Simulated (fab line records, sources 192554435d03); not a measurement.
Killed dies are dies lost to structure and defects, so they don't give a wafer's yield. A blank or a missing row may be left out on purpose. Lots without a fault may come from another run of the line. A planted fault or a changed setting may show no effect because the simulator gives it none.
Chamber matching | flow n5_finfet | N5_BEOL_M11_ALD_74 on ald_metal-04: 4 sister chambers
The step deposits TaN, target thk 2 nm, pulse time 2 s, purge time 3 s. 22 wafers are shown with their chamber, then 11 later ones without.

WAFERS WITH THEIR CHAMBER
wafer  | chamber | heater_power_w (W) | mfc_carrier_sccm (sccm)
L074.2 | 2       | 409                | 1497
L074.3 | 1       | 440                | 1501
L074.6 | 0       | 393                | 1502
L076.1 | 3       | 450                | 1506
L076.2 | 0       | 377                | 1502
L076.5 | 1       | 428                | 1504
L079.2 | 3       | 444                | 1503
L079.3 | 1       | 422                | 1501
L079.4 | 0       | 372                | 1501
L082.1 | 1       | 428                | 1503
L082.2 | 0       | 382                | 1504
L082.4 | 2       | 391                | 1502
L084.1 | 0       | 387                | 1506
L084.3 | 3       | 443                | 1499
L084.5 | 1       | 434                | 1500
L086.1 | 0       | 383                | 1496
L086.4 | 1       | 424                | 1505
L086.5 | 3       | 443                | 1504
L089.2 | 2       | 400                | 1498
L089.4 | 0       | 386                | 1496
L089.5 | 0       | 387                | 1498
L091.1 | 0       | 392                | 1502

SIGNATURES (means of the wafers above)
reading          | chamber 0 | chamber 1 | chamber 2 | chamber 3 | scatter within a chamber
heater_power_w   | 384.33    | 429.33    | 400.00    | 445.00    | 6.59
mfc_carrier_sccm | 1500.78   | 1502.33   | 1499.00   | 1503.00   | 2.93
Rule: a wafer's distance from a chamber is the root of the sum, over the readings, of the square of ((its reading less the chamber's mean) divided by the reading's scatter). The wafer belongs to the nearest chamber; if the next one is less than 2 further off, it can't be placed. The scatter: the root of (the sum of the squares of (reading less its chamber's mean) over the shown wafers, divided by (wafers less chambers)).

WAFERS WITHOUT THEIR CHAMBER
wafer  | heater_power_w (W) | mfc_carrier_sccm (sccm)
L091.2 | 438                | 1507
L091.4 | 394                | 1499
L090.1 | 453                | 1496
L090.4 | 453                | 1496
L090.6 | 384                | 1501
L094.2 | 403                | 1501
L094.4 | 426                | 1509
L094.5 | 424                | 1505
L097.1 | 397                | 1491
L097.4 | 389                | 1506
L097.6 | 446                | 1505

WHICH CHAMBER EACH WENT THROUGH
wafer  | from the rows above     | in truth
L091.2 | can't be placed: 3 or 1 | 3
L091.4 | can't be placed: 2 or 0 | 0
L090.1 | can't be placed: 3 or 1 | 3
L090.4 | can't be placed: 3 or 1 | 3
L090.6 | 0                       | 0
L094.2 | 2                       | 2
L094.4 | can't be placed: 1 or 3 | 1
L094.5 | 1                       | 1
L097.1 | can't be placed: 2 or 0 | 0
L097.4 | can't be placed: 0 or 2 | 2
L097.6 | can't be placed: 3 or 1 | 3
Placed correctly: 3 of 11. Can't be placed from these rows: 8 (the true chamber is among the candidates in 8). Placed wrongly: 0.
